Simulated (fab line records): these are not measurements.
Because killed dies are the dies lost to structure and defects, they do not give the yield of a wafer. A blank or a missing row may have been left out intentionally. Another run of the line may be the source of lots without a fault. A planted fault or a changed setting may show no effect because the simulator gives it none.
Matching of chambers ; flow nandHarc ; NHARC_A_CHANNEL_FILL_D2_ALD_14 on aldHk-04 has 4 sister chambers
The step deposits SiO2, target thk 2.5 nm, pulse time 10 s, ald cycles 25. 4 wafers are shown with their chamber, then 10 later ones without.

## WAFERS WITH THEIR CHAMBER
wafer;chamber;heaterPowerW (W)
L087.2;3;464
L087.5;1;630
L088.3;0;421
L088.4;2;499

## WAFERS WITH NO CHAMBER GIVEN
wafer;heaterPowerW (W)
L088.5;410
L091.1;616
L091.5;622
L091.6;503
L096.1;634
L096.3;459
L096.4;418
L097.1;417
L097.3;626
L097.6;413

## CHAMBER TAKEN BY EACH
wafer;from the rows above;in truth
L088.5;0;0
L091.1;1;1
L091.5;1;1
L091.6;2;2
L096.1;1;1
L096.3;3;3
L096.4;0;0
L097.1;0;0
L097.3;1;1
L097.6;0;0
Placed correctly: 10 of 10. Not placeable from these rows: 0. Placed wrongly: 0.
How it was worked out, from the rows above alone: a wafer's distance from a chamber is the root of the sum, over the readings, of the square of ((its reading less the chamber's mean) divided by the reading's scatter). The wafer belongs to the nearest chamber; if the next one is less than 2 further off, it can't be placed. A chamber's mean is the mean of its shown wafers. The scatter: with one shown wafer a chamber, the root of the mean of the squares of how far each hidden wafer lies from its nearest shown one.
